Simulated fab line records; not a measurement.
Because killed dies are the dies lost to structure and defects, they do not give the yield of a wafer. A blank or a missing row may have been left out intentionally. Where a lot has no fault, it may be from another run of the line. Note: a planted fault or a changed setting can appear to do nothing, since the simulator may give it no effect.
Comparing a struck lot with a sound one + flow nand_harc + 18 out of 1159 route steps
Sound: the wafers L209.1, L209.4, L209.5. The struck wafers were L222.2, L222.4, L222.6. The cause is named last.
At each step with rows: each side's tool, then ch and its chambers, then its first start. Under that, the readings that differ: sound wafers + struck wafers + difference of the means + sigmas: that difference in standard deviations of wafers without a fault.
alike: a reading whose means differ by less than 2 such deviations, as well as words and numbers matching on both sides. not compared: withheld readings; readings where some wafer has no value; bounds like >300 that might hide an equal value; numbers whose values overlap and for which the record gives no deviation.
Wherever a step has rows on one side only, a row that says differs or no value, or a row with sigmas, the two part there. Non-overlapping numbers with no deviation appear without sigmas and do not part them. Lack of a reading on every wafer of one side parts them only where that side has two or more wafers.

NHARC_A_M1_PRE_CLEAN_32: time 12 s.
  sound on pecvd-01 ch 0,1,2, day 18 02:40; struck on pecvd-04 ch 0,2, day 22 00:01
  alike: heater_power_w
NHARC_A_M1_DEP_33: deposits SiCN, target thk 30 nm.
  sound on pecvd-01 ch 0,1,2, day 18 02:44; struck on pecvd-04 ch 0,2, day 22 00:07
  alike: heater_power_w
NHARC_A_BONDPAD_DEP_00: deposits SiCN, target thk 250 nm.
  sound on pecvd-03 ch 0,2, day 18 03:23; struck on pecvd-04 ch 0,2
  alike: heater_power_w
NHARC_A_BONDPAD_CMP_29: polishes SiCN, target thk 200 nm.
  sound on cmp-04 ch 0,2,3, day 18 03:42; struck on cmp-01 ch 2,3, day 22 01:02
  alike: motor_current_A, slurry_flow_ml_min
NHARC_A_BONDPAD_THK_MEAS_30: measures by ellipsometry.
  sound on film_metro-01 at day 18 03:56; struck on film_metro-02 at day 22 01:17
  alike: thk_nm
then, 7 steps without rows for these wafers: NHARC_A_BONDPAD_SRD_31; NHARC_A_BONDPAD_DEHYDRATE_01 (time 120 s); NHARC_A_BONDPAD_HMDS_02 (time 30 s); NHARC_A_BONDPAD_COAT_33 (time 65 s); NHARC_A_BONDPAD_COAT_03 (resist thk 600 nm); NHARC_A_BONDPAD_SOFTBAKE_04 (time 70 s); NHARC_A_BONDPAD_EBR_05.
NHARC_A_BONDPAD_EXPOSE_06: exposes mask A BPAD.
  sound on krf_scanner-02 ch 0, day 18 04:22; struck on krf_scanner-04 ch 0, day 22 01:35
| reading              | sound             | struck            | difference | sigmas      |
|----------------------|-------------------|-------------------|------------|-------------|
| exposure_dose_mJ_cm2 | 37.02 37.03 37.00 | 58.11 58.08 58.13 | +21.09     | +99 or more |
  alike: mask, focus_offset_nm, reticle_temp_C
then, 2 steps without rows for these wafers: NHARC_A_BONDPAD_PEB_07 (peb time 80 s); NHARC_A_BONDPAD_DEVELOP_08 (time 50 s).
NHARC_A_BONDPAD_CD_MEAS_09 targets a cd of 500 nm.
  sound on cd_sem-03 ch 0, day 18 04:31; struck on cd_sem-02 ch 0, day 22 01:44
| reading    | sound             | struck            | difference | sigmas |
|------------|-------------------|-------------------|------------|--------|
| cd_nm (nm) | 502.6 500.4 500.9 | 516.0 514.1 515.3 | +13.8      | +7     |
NHARC_A_BONDPAD_OVL_MEAS_35:
  sound on overlay-02 at day 18 04:37; struck on overlay-01 at day 22 01:49
  alike: overlay_x_nm, overlay_y_nm
-- break in the record here, with 3 days between the starts of the struck wafers on either side (left off in module A_BONDPAD, picked up again in module END, where the first step shown is number 1159 on the route) --
NHARC_END_SORT_01:
  here the record holds rows for the struck wafers (prober-01 ch 0, day 25 00:21) but none for the sound ones

WHERE THEY PART
First at NHARC_A_BONDPAD_EXPOSE_06; last, within this record, at NHARC_END_SORT_01.

WHY: what the simulator had put in
Process parameters drifting: krf_scanner-04 at NHARC_A_BONDPAD_EXPOSE_06, beginning at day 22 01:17. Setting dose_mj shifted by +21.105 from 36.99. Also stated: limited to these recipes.
